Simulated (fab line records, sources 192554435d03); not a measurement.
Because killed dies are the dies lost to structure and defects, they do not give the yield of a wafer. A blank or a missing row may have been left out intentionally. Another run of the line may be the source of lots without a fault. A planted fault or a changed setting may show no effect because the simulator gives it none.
The tool behind it: which one? / flow n5 finfet / 10 lots (28 wafers sampled), 1 step of a 1938-step route

WHAT THE GAUGES SHOWED, per wafer
N5_BEOL_M4_RC_MEAS_101. Usual: DIBL_N 36.5 mV/V, standard deviation 1.7; DIBL_P 36.6 mV/V, standard deviation 2.2; IOFF_N 0.16 nA/um, standard deviation 0.033; IOFF_P 0.22 nA/um, standard deviation 0.035; ION_N 671 uA/um, standard deviation 12; ION_P 462 uA/um, standard deviation 7.7; SS_N 71.6 mV/dec, standard deviation 0.54; SS_P 73.3 mV/dec, standard deviation 0.71; VT_N 250 mV, standard deviation 3.2; VT_P -249.9 mV, standard deviation 2.9.
lot=L309; measured=day 9 03:34; on=prober-01; DIBL_N (mV/V)=33.5 35.9 33.4; DIBL_P (mV/V)=33.0 35.0 32.7; IOFF_N (nA/um)=0.12 0.15 0.12; IOFF_P (nA/um)=0.17 0.20 0.17; ION_N (uA/um)=668 671 674; ION_P (uA/um)=466 463 463; SS_N (mV/dec)=70.3 71.6 71.1; SS_P (mV/dec)=72.1 73.0 72.6; VT_N (mV)=252 249 250; VT_P (mV)=-250.8 -249.4 -250.6; flag=
lot=L313; measured=day 10 10:23; on=prober-02; DIBL_N (mV/V)=37.2 34.2 36.3; DIBL_P (mV/V)=39.3 35.6 38.2; IOFF_N (nA/um)=0.18 0.13 0.16; IOFF_P (nA/um)=0.27 0.20 0.25; ION_N (uA/um)=670 674 689; ION_P (uA/um)=471 471 482; SS_N (mV/dec)=71.9 71.5 72.2; SS_P (mV/dec)=73.8 72.4 72.7; VT_N (mV)=251 251 249; VT_P (mV)=-245.9 -250.3 -246.8; flag=
lot=L314; measured=day 11 12:11; on=prober-01; DIBL_N (mV/V)=35.8 37.5 39.2; DIBL_P (mV/V)=34.8 36.0 40.1; IOFF_N (nA/um)=0.14 0.16 0.21; IOFF_P (nA/um)=0.17 0.19 0.25; ION_N (uA/um)=668 665 685; ION_P (uA/um)=455 452 465; SS_N (mV/dec)=71.3 71.2 71.3; SS_P (mV/dec)=73.2 73.3 74.3; VT_N (mV)=251 251 246; VT_P (mV)=-256.8 -254.6 -250.4; flag=
lot=L317; measured=day 11 20:34; on=prober-02; DIBL_N (mV/V)=36.4 35.3 37.6; DIBL_P (mV/V)=36.6 34.4 37.0; IOFF_N (nA/um)=0.16 0.14 0.17; IOFF_P (nA/um)=0.24 0.19 0.23; ION_N (uA/um)=670 660 665; ION_P (uA/um)=464 456 459; SS_N (mV/dec)=72.3 70.8 71.3; SS_P (mV/dec)=73.7 72.7 74.0; VT_N (mV)=251 253 248; VT_P (mV)=-248.0 -251.9 -248.6; flag=
lot=L326; measured=day 13 14:55; on=prober-02; DIBL_N (mV/V)=37.7 35.4 37.6; DIBL_P (mV/V)=36.1 32.7 34.8; IOFF_N (nA/um)=0.17 0.13 0.16; IOFF_P (nA/um)=0.21 0.16 0.18; ION_N (uA/um)=674 669 694; ION_P (uA/um)=457 459 464; SS_N (mV/dec)=71.5 71.7 72.2; SS_P (mV/dec)=73.3 72.6 73.6; VT_N (mV)=248 251 249; VT_P (mV)=-252.2 -254.9 -255.4; flag=
lot=L324; measured=day 13 15:31; on=prober-01; DIBL_N (mV/V)=38.5 36.7 35.1; DIBL_P (mV/V)=40.5 37.8 36.1; IOFF_N (nA/um)=0.21 0.17 0.15; IOFF_P (nA/um)=0.28 0.21 0.20; ION_N (uA/um)=692 676 676; ION_P (uA/um)=479 458 469; SS_N (mV/dec)=71.8 71.1 71.6; SS_P (mV/dec)=73.8 73.6 73.8; VT_N (mV)=248 250 252; VT_P (mV)=-244.9 -250.7 -249.2; flag=
lot=L327; measured=day 14 00:38; on=prober-01; DIBL_N (mV/V)=32.7 35.5; DIBL_P (mV/V)=32.0 34.7; IOFF_N (nA/um)=0.11 0.14; IOFF_P (nA/um)=0.16 0.19; ION_N (uA/um)=664 673; ION_P (uA/um)=456 458; SS_N (mV/dec)=70.9 71.4; SS_P (mV/dec)=71.9 72.5; VT_N (mV)=254 253; VT_P (mV)=-252.6 -251.0; flag=
lot=L328; measured=day 14 09:05; on=prober-02; DIBL_N (mV/V)=37.8 36.7 37.2; DIBL_P (mV/V)=39.2 36.7 38.8; IOFF_N (nA/um)=0.18 0.15 0.17; IOFF_P (nA/um)=0.22 0.18 0.20; ION_N (uA/um)=683 647 671; ION_P (uA/um)=466 436 454; SS_N (mV/dec)=71.6 72.2 72.0; SS_P (mV/dec)=74.4 73.6 73.2; VT_N (mV)=248 252 250; VT_P (mV)=-250.4 -255.9 -255.8; flag=
lot=L329; measured=day 14 10:06; on=prober-01; DIBL_N (mV/V)=37.2 38.7; DIBL_P (mV/V)=37.7 39.0; IOFF_N (nA/um)=0.17 0.19; IOFF_P (nA/um)=0.22 0.22; ION_N (uA/um)=670 680; ION_P (uA/um)=464 464; SS_N (mV/dec)=71.4 72.3; SS_P (mV/dec)=74.1 73.5; VT_N (mV)=249 247; VT_P (mV)=-251.2 -251.2; flag=
lot=L330; measured=day 15 09:13; on=prober-02; DIBL_N (mV/V)=37.7 37.1 39.2; DIBL_P (mV/V)=36.2 35.0 38.0; IOFF_N (nA/um)=0.17 0.16 0.20; IOFF_P (nA/um)=0.21 0.20 0.25; ION_N (uA/um)=661 679 689; ION_P (uA/um)=456 457 469; SS_N (mV/dec)=71.8 71.6 72.0; SS_P (mV/dec)=72.8 73.3 74.1; VT_N (mV)=251 251 247; VT_P (mV)=-251.5 -251.8 -249.3; flag=

EACH LOT AND THE TOOL THAT RAN IT (in order: tool; ch and the chambers of the sampled wafers; start)
Record: no process step prior to these readings.

AS READ BY THE TOOLS THEMSELVES (means over the sampled wafers that have a number; for cases with no such wafer, the mark the record gives instead)
The record holds no such reading with a usual standard deviation.

THE ANSWER, worked out from the rows above alone
Rule: take the mean of a lot's wafers that have a number; if it is more than 3 standard deviations from the usual mean, the lot is off. A lot without any number at a reading at which 4 lots or more have one is off too. All remaining lots with rows at the step are treated as sound. After the gauges, taken in route order, come the tools' own readings; for these a lot's mean is taken, as printed above. At the first step where some lot is off, the reading lying furthest off is the one used; lots without a number count as furthest.
Across all readings shown, no lot is off: no conclusion can be drawn from this.

WHAT THE SIMULATOR HAD INSERTED
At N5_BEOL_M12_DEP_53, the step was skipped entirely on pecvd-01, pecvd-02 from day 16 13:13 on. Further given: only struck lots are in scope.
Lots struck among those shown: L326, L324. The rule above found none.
